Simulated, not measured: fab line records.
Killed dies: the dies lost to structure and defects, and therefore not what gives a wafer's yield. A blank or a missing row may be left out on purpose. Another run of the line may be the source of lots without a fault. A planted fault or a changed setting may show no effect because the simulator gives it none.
fab line records ; flow n5Finfet
[record] lots = 14; wafers = 41; lastDay = 18
route steps=1938 shown BEOL_M1@765
lots untouched by any fault: they come from a run of this same line in which no faults occurred
startH: hours from the record's first day to the start of the lot's first wafer shown ; waitH: hours from the lot's prior step to this one ; " identical to the entry in the row above ; L1.1+2: a row that stands for several wafers ; - no value present, or no start provided ; * or withheld: withheld ; < > ~ a bound
route shown NAME@n: a module of which the file shows steps, and the number in the route of the first ; usual: mean/standard deviation of fault-free wafers ; same: alike in all rows ; chamber/n: place in a boat ; sites: the reading at each site ; _std_site: the standard deviation of these ; _edge_site: the outer-site mean with the inner-site mean subtracted ; radiusMm: for every site, how far away it sits from the centre of the wafer ; mask NAME#n: copy n ; behind: the last tool/chamber to shape the wafer ; hold: what put the lot on hold/how long, in hours/how the hold closed ; device: whichever transistor did not switch (one of n, p or np) ; end of line: the tests these same wafers got at the end of their route ; where a step has no rows: the recipe by itself ; killed: at the first sort, the dies lost to defects and structure; wafer yield is something else ; map: a wafer's dies, x killed, . not, _ none there
set.NAME: the setting as run; set.NAME@STEP: as run at that earlier step ; model.NAME: the simulator's own value behind a step, which no gauge read
one table for each step of the route and one row for each wafer, over a sample of lots
services: from which hour (startH, from the record's first day; less than 0 if before it) a tool's chamber was out of use, for how many hours, and why
[[steps]]
[step N5_BEOL_M1_OVL_MEAS_12]
[recipe] pointsPerWafer = 522
[usual] M1_OVL = 0.1/0.63
[same] pointsPerWafer = 522
lot.wafer;tool;chamber;startH;waitH;M1_OVL[nm]
L536.2;overlay-01;0;121.30;0.0;-0.8
L536.3;overlay-01;0;121.30;0.0;-0.7
L536.5;overlay-01;0;121.30;0.0;-1.6
L537.3;overlay-02;0;130.44;0.0;0.8
L537.4;overlay-02;0;130.44;0.0;0.7
L537.6;overlay-02;0;130.44;0.0;0.7
L538.1;overlay-01;0;134.27;0.0;1.3
L538.2;overlay-01;0;134.27;0.0;1.0
L538.6;overlay-01;0;134.27;0.0;0.9
L539.3;overlay-02;0;142.34;0.0;-1.0
L539.4;overlay-02;0;142.34;0.0;-0.2
L539.5;overlay-02;0;142.34;0.0;-0.7
L543.4;overlay-02;0;161.78;0.0;-0.4
L543.6;overlay-02;0;161.78;0.0;0.7
L545.2;overlay-02;0;175.61;0.0;-0.4
L545.3;overlay-02;0;175.61;0.0;0.2
L545.4;overlay-02;0;175.61;0.0;-0.6
L544.2;overlay-01;0;177.03;0.0;-0.7
L544.4;overlay-01;0;177.03;0.0;-0.5
L544.5;overlay-01;0;177.03;0.0;-0.2
L547.3;overlay-01;0;190.84;0.0;0.1
L547.4;overlay-01;0;190.84;0.0;1.1
L547.5;overlay-01;0;190.84;0.0;0.1
L551.1;overlay-02;0;216.03;0.0;-0.1
L551.2;overlay-02;0;216.03;0.0;0.1
L551.6;overlay-02;0;216.03;0.0;-1.3
L552.1;overlay-01;0;218.29;0.0;0.3
L552.2;overlay-01;0;218.29;0.0;1.0
L552.4;overlay-01;0;218.29;0.0;1.2
L553.4;overlay-02;0;221.62;0.0;-0.7
L553.5;overlay-02;0;221.62;0.0;-0.3
L553.6;overlay-02;0;221.62;0.0;0.0
L557.4;overlay-02;0;252.67;0.0;0.3
L557.5;overlay-02;0;252.67;0.0;0.4
L557.6;overlay-02;0;252.67;0.0;1.1
L558.3;overlay-01;0;256.45;0.0;0.0
L558.5;overlay-01;0;256.45;0.0;0.0
L558.6;overlay-01;0;256.45;0.0;0.8
L559.2;overlay-01;0;265.87;0.0;0.2
L559.3;overlay-01;0;265.87;0.0;0.4
L559.5;overlay-01;0;265.87;0.0;-1.1
[step N5_BEOL_M1_ETCH_74]
[recipe] chemistry = N2/H2; target = underlayer; targetDepthA = 65; maskMaterial = CAR-EUV; timeS = 5.2; ionEnergyEv = 200; pressureMtorr = 30; sourceW = 840; biasW = 150; n2FlowSccm = 200; h2FlowSccm = 200; ends = cleared
[usual] drypumpMotorCurrentA = 5.73/0.28; etchRfOnTimeS = 5.18/0.2; oesProductAu = 0.68/0.073; rfFwdPowerW = 820.0/2.7; rfVppV = 522.7/2.7; showerheadPlenumPTorr = 2.51/0.09; throttleValvePct = 17.89/0.22
lot.wafer;tool;chamber;startH;waitH;drypumpMotorCurrentA;etchRfOnTimeS;oesProductAu;rfFwdPowerW;rfHoursCounterH;rfVppV;showerheadPlenumPTorr;throttleValvePct
L536.2;rieDiel-05;2;121.51;0.0;5.33;5.65;0.61;817.4;179;522.7;2.50;17.65
L536.3;rieDiel-05;3;121.51;0.0;5.98;5.34;0.71;825.3;52;524.6;2.61;18.13
L536.5;rieDiel-05;3;121.51;0.0;6.03;5.34;0.72;823.4;-;525.8;2.61;18.14
L537.3;rieDiel-06;0;130.75;0.0;5.57;5.36;0.76;819.9;23;522.9;2.49;17.64
L537.4;rieDiel-06;2;130.75;0.0;5.38;4.93;0.60;820.3;240;519.2;2.43;18.36
L537.6;rieDiel-06;0;130.75;0.0;5.56;5.31;0.77;818.5;-;522.1;2.49;17.66
L538.1;rieDiel-03;3;134.40;0.0;5.69;5.35;0.64;818.5;155;520.6;2.45;18.10
L538.2;rieDiel-03;2;134.40;0.0;6.07;5.11;0.62;820.7;184;519.3;2.43;17.75
L538.6;rieDiel-03;2;134.40;0.0;6.08;5.07;0.61;817.3;-;523.6;2.43;17.76
L539.3;rieDiel-06;2;142.45;0.0;5.35;4.93;0.60;818.0;243;517.8;2.43;18.34
L539.4;rieDiel-06;0;142.45;0.0;5.56;5.23;0.77;819.7;26;524.6;2.48;17.66
L539.5;rieDiel-06;3;142.45;0.0;5.87;4.86;0.69;822.3;-;521.8;2.43;17.66
L543.4;rieDiel-03;2;161.89;0.0;6.05;5.10;0.60;822.6;195;519.6;2.42;17.76
L543.6;rieDiel-03;0;161.89;0.0;6.41;5.25;0.82;821.0;-;520.8;2.48;17.62
L545.2;rieDiel-05;1;175.73;0.0;5.76;5.03;0.65;824.2;157;527.3;2.65;17.82
L545.3;rieDiel-05;0;175.73;0.0;5.47;5.11;0.83;817.6;11;523.8;2.62;18.14
L545.4;rieDiel-05;2;175.73;0.0;5.33;5.67;0.59;821.6;191;523.7;2.49;17.68
L544.2;rieDiel-06;2;177.17;0.0;5.31;4.90;0.59;819.5;254;521.3;2.42;18.34
L544.4;rieDiel-06;2;177.17;0.0;5.32;4.90;0.60;817.9;-;521.0;2.42;18.36
L544.5;rieDiel-06;0;177.17;0.0;5.56;5.27;0.76;823.3;-;523.9;2.48;17.66
L547.3;rieDiel-05;2;190.95;0.0;5.32;5.67;0.59;821.5;196;523.0;2.49;17.67
L547.4;rieDiel-05;1;190.95;0.0;5.77;5.00;0.64;819.5;162;529.0;2.65;17.80
L547.5;rieDiel-05;1;190.95;0.0;5.76;5.01;0.65;822.0;-;527.5;2.65;17.79
L551.1;rieDiel-05;3;216.28;0.0;5.98;5.44;0.69;816.2;79;525.6;2.60;18.19
L551.2;rieDiel-05;1;216.28;0.0;5.76;5.02;0.65;815.7;171;526.7;2.65;17.83
L551.6;rieDiel-05;1;216.28;0.0;5.75;5.03;0.64;822.0;-;525.3;2.64;17.83
L552.1;rieDiel-03;3;218.53;0.0;5.69;5.34;0.63;823.0;179;520.3;2.44;18.14
L552.2;rieDiel-03;1;218.53;0.0;5.95;5.02;0.66;822.3;153;524.9;2.56;17.99
L552.4;rieDiel-03;2;218.53;0.0;6.07;5.11;0.60;824.5;213;518.0;2.41;17.80
L553.4;rieDiel-06;1;221.73;0.0;5.62;5.19;0.64;821.8;179;522.7;2.44;18.02
L553.5;rieDiel-06;2;221.73;0.0;5.33;4.98;0.85;819.7;-;527.5;2.75;17.85
L553.6;rieDiel-06;3;221.73;0.0;5.89;4.91;0.67;821.9;-;518.5;2.42;17.69
L557.4;rieDiel-03;0;253.92;0.0;6.41;5.38;0.73;818.6;33;522.7;2.47;17.61
L557.5;rieDiel-03;3;253.92;0.0;5.71;5.26;0.63;822.3;-;519.9;2.43;18.16
L557.6;rieDiel-03;2;253.92;0.0;6.03;5.01;0.58;821.7;-;520.6;2.41;17.83
L558.3;rieDiel-05;3;256.90;0.0;5.98;5.41;0.67;817.1;89;525.6;2.59;18.18
L558.5;rieDiel-05;3;256.90;0.0;5.97;5.42;0.68;819.3;-;523.8;2.59;18.18
L558.6;rieDiel-05;0;256.90;0.0;5.54;5.02;0.78;816.2;-;523.1;2.61;18.17
L559.2;rieDiel-05;1;265.99;0.0;5.77;5.07;0.63;822.4;186;525.8;2.64;17.84
L559.3;rieDiel-05;0;265.99;0.0;5.53;5.10;0.78;821.7;40;526.2;2.61;18.19
L559.5;rieDiel-05;1;265.99;0.0;5.75;5.10;0.63;823.4;-;527.8;2.64;17.84
[step N5_BEOL_M1_STRIP_19]
[recipe] chemistry = O2; powerW = 400; tempC = 40; pressureMtorr = 30; rfFrequencyHz = 6e+07; biasPowerW = 0; overashFraction = 0.2; o2FlowSccm = 225
[usual] drypumpMotorCurrentA = 5.76/0.3; oesProductAu = 0.79/0.083; rfVppV = 3.7/0.48; showerheadPlenumPTorr = 2.07/0.068; throttleValvePct = 16.67/0.15
lot.wafer;tool;chamber;startH;waitH;drypumpMotorCurrentA;oesProductAu;rfHoursCounterH;rfVppV;showerheadPlenumPTorr;throttleValvePct
L536.2;rieDiel-05;1;122.00;0.2;5.77;0.75;144;3.5;2.19;16.63
L536.3;rieDiel-05;3;122.00;0.2;5.99;0.85;52;3.3;2.14;16.81
L536.5;rieDiel-05;1;122.00;0.2;5.77;0.75;-;3.1;2.19;16.63
L537.3;rieDiel-06;1;131.07;0.1;5.65;0.76;152;3.2;2.03;16.76
L537.4;rieDiel-06;3;131.07;0.1;5.88;0.80;125;4.2;2.00;16.50
L537.6;rieDiel-06;2;131.07;0.1;5.33;0.70;-;3.4;2.00;17.09
L538.1;rieDiel-05;0;134.76;0.1;5.52;1.03;1;3.7;2.12;16.68
L538.2;rieDiel-05;2;134.76;0.1;5.33;0.74;183;3.6;2.06;16.60
L538.6;rieDiel-05;2;134.76;0.1;5.33;0.75;-;4.1;2.06;16.63
L539.3;rieDiel-03;2;142.78;0.1;6.02;0.70;187;3.4;1.99;16.61
L539.4;rieDiel-03;1;142.78;0.1;5.99;0.77;-;4.0;2.09;16.56
L539.5;rieDiel-03;2;142.78;0.1;6.05;0.69;-;3.3;1.99;16.63
L543.4;rieDiel-03;2;162.22;0.1;6.06;0.70;195;3.9;1.99;16.63
L543.6;rieDiel-03;0;162.22;0.1;6.38;0.96;-;3.5;2.08;16.56
L545.2;rieDiel-05;2;176.22;0.2;5.32;0.73;192;3.1;2.05;16.62
L545.3;rieDiel-05;1;176.22;0.2;5.75;0.74;157;3.8;2.19;16.66
L545.4;rieDiel-05;3;176.22;0.2;5.96;0.83;66;3.9;2.14;16.82
L544.2;rieDiel-06;0;177.49;0.1;5.56;0.87;35;4.2;2.05;16.38
L544.4;rieDiel-06;2;177.49;0.1;5.34;0.68;254;3.5;2.00;17.10
L544.5;rieDiel-06;0;177.49;0.1;5.56;0.87;-;4.0;2.05;16.39
L547.3;rieDiel-05;0;191.28;0.1;5.49;0.97;16;4.4;2.12;16.70
L547.4;rieDiel-05;3;191.28;0.1;5.96;0.83;70;3.7;2.13;16.83
L547.5;rieDiel-05;2;191.28;0.1;5.31;0.73;-;4.0;2.05;16.63
L551.1;rieDiel-03;2;216.61;0.1;6.06;0.68;212;2.9;1.99;16.68
L551.2;rieDiel-03;0;216.61;0.1;6.42;0.88;20;2.8;2.07;16.58
L551.6;rieDiel-03;0;216.61;0.1;6.41;0.88;-;3.3;2.07;16.59
L552.1;rieDiel-05;2;218.87;0.1;5.32;0.72;205;3.7;2.05;16.64
L552.2;rieDiel-05;1;218.87;0.1;5.78;0.73;173;3.7;2.18;16.69
L552.4;rieDiel-05;3;218.87;0.1;5.95;0.81;80;3.8;2.13;16.85
L553.4;rieDiel-03;3;222.21;0.2;5.71;0.76;181;3.6;1.99;16.89
L553.5;rieDiel-03;0;222.21;0.2;6.40;0.88;-;3.8;2.07;16.57
L553.6;rieDiel-03;3;222.21;0.2;5.71;0.76;-;3.4;1.99;16.87
L557.4;rieDiel-03;0;254.24;0.1;6.42;0.87;33;2.9;2.07;16.61
L557.5;rieDiel-03;1;254.24;0.1;6.00;0.73;-;3.0;2.07;16.63
L557.6;rieDiel-03;0;254.24;0.1;6.39;0.86;-;3.8;2.07;16.60
L558.3;rieDiel-06;3;257.23;0.1;5.86;0.77;158;3.7;1.99;16.59
L558.5;rieDiel-06;2;257.23;0.1;5.38;0.94;-;4.7;2.26;16.63
L558.6;rieDiel-06;3;257.23;0.1;5.87;0.76;-;3.7;1.99;16.56
L559.2;rieDiel-06;2;266.31;0.1;5.34;0.92;15;3.3;2.26;16.61
L559.3;rieDiel-06;1;266.31;0.1;5.64;0.73;196;3.6;2.02;16.84
L559.5;rieDiel-06;0;266.31;0.1;5.58;0.83;-;3.5;2.04;16.44
[step N5_BEOL_M1_PEB_26]
[recipe] pebTempC = 100; pebTimeS = 60; resist = CAR-EUV
[usual] chillPlateTempC = 23.00/0.099; exhaustPa = 45.2/0.88
lot.wafer;tool;chamber;startH;waitH;chillPlateTempC;exhaustPa
L536.2;lithoTrack-02;0;122.32;0.1;22.92;45.2
L536.3;lithoTrack-02;0;122.32;0.1;22.89;45.9
L536.5;lithoTrack-02;0;122.32;0.1;22.96;45.6
L537.3;lithoTrack-01;0;131.40;0.1;22.99;44.9
L537.4;lithoTrack-01;0;131.40;0.1;22.96;45.9
L537.6;lithoTrack-01;0;131.40;0.1;23.00;45.4
L538.1;lithoTrack-02;0;135.08;0.1;23.05;45.8
L538.2;lithoTrack-02;0;135.08;0.1;22.97;45.9
L538.6;lithoTrack-02;0;135.08;0.1;23.08;45.2
L539.3;lithoTrack-02;0;143.10;0.1;22.91;45.0
L539.4;lithoTrack-02;0;143.10;0.1;23.17;44.7
L539.5;lithoTrack-02;0;143.10;0.1;23.16;45.3
L543.4;lithoTrack-01;0;162.67;0.0;23.09;44.8
L543.6;lithoTrack-01;0;162.67;0.0;22.95;44.0
L545.2;lithoTrack-01;0;176.67;0.1;23.10;45.3
L545.3;lithoTrack-01;0;176.67;0.1;23.19;46.3
L545.4;lithoTrack-01;0;176.67;0.1;23.00;44.4
L544.2;lithoTrack-01;0;177.81;0.1;22.94;45.4
L544.4;lithoTrack-01;0;177.81;0.1;22.99;45.2
L544.5;lithoTrack-01;0;177.81;0.1;23.07;45.5
L547.3;lithoTrack-01;0;191.73;0.1;22.99;44.8
L547.4;lithoTrack-01;0;191.73;0.1;23.05;44.9
L547.5;lithoTrack-01;0;191.73;0.1;22.94;44.2
L551.1;lithoTrack-03;0;217.05;0.1;22.98;45.0
L551.2;lithoTrack-03;0;217.05;0.1;23.16;43.6
L551.6;lithoTrack-03;0;217.05;0.1;22.93;45.0
L552.1;lithoTrack-03;-;219.31;0.1;-;-
L552.2;lithoTrack-03;-;219.31;0.1;-;-
L552.4;lithoTrack-03;-;219.31;0.1;-;-
L553.4;lithoTrack-01;-;222.66;0.0;-;-
L553.5;lithoTrack-01;-;222.66;0.0;-;-
L553.6;lithoTrack-01;-;222.66;0.0;-;-
L557.4;lithoTrack-01;0;257.68;0.0;23.06;44.5
L557.5;lithoTrack-01;0;257.68;0.0;23.06;45.1
L557.6;lithoTrack-01;0;257.68;0.0;23.01;44.7
L558.3;lithoTrack-03;0;257.73;0.1;22.99;46.2
L558.5;lithoTrack-03;0;257.73;0.1;23.05;45.0
L558.6;lithoTrack-03;0;257.73;0.1;23.05;45.4
L559.2;lithoTrack-02;0;266.64;0.1;22.92;43.6
L559.3;lithoTrack-02;0;266.64;0.1;23.07;42.9
L559.5;lithoTrack-02;0;266.64;0.1;23.05;43.8
[[services]]
tool;chamber;startH;hours;kind
rieDiel-05;0;98.68;-;clean
rieDiel-05;0;98.68;-;consumableReplace:focusRing
rieDiel-05;0;98.68;32.0;scheduledDown
rieDiel-05;0;98.68;32.0;ventCycle
rieDiel-03;0;116.90;-;clean
rieDiel-03;0;116.90;-;consumableReplace:esc
rieDiel-03;0;116.90;-;consumableReplace:focusRing
rieDiel-03;0;116.90;35.8;scheduledDown
rieDiel-03;0;116.90;35.8;ventCycle
lithoTrack-03;-;125.64;-;consumableReplace:filter
rieDiel-03;1;154.43;5.8;repair
rieDiel-06;3;165.87;11.5;repair
rieDiel-06;2;182.28;6.3;repair
rieDiel-06;2;188.79;-;clean
rieDiel-06;2;188.79;-;consumableReplace:focusRing
rieDiel-06;2;188.79;-;consumableReplace:showerhead
rieDiel-06;2;188.79;20.9;scheduledDown
rieDiel-06;2;188.79;20.9;ventCycle
rieDiel-03;3;204.13;13.8;repair
rieDiel-06;-;216.83;4.3;pm
rieDiel-05;3;228.51;2.4;repair
rieDiel-06;2;235.86;5.7;repair
rieDiel-05;-;249.68;4.3;pm
[[key]]
[firstSign] step = N5_BEOL_M1_PEB_26; reading = toolRecord; direction = missing
effect none on later readings
metAt N5_BEOL_M1_PEB_26
struckLots L552,L553
laterRowsLeftOut L552.1,L552.2,L552.4,L553.4,L553.5,L553.6
sortLeftOut L552.1,L552.2,L552.4,L553.4,L553.5,L553.6
notActingAt N5_BEOL_M1_OVL_MEAS_12,N5_BEOL_M1_ETCH_74,N5_BEOL_M1_STRIP_19
onsetBetween 217.05 219.31
[fault] kind = skippedStepWhole; tool = lithoTrack-01,lithoTrack-03; chamber = -; onsetH = 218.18; steps = N5_BEOL_M1_PEB_26; scope = struckLotsOnly
// sortLeftOut: the simulated sort isn't trusted on such a fault, so these wafers' sort isn't shown, and their yield isn't known
// laterRowsLeftOut: the simulator's readings of these wafers behind a module that went badly wrong aren't trusted and aren't shown, but for the sort
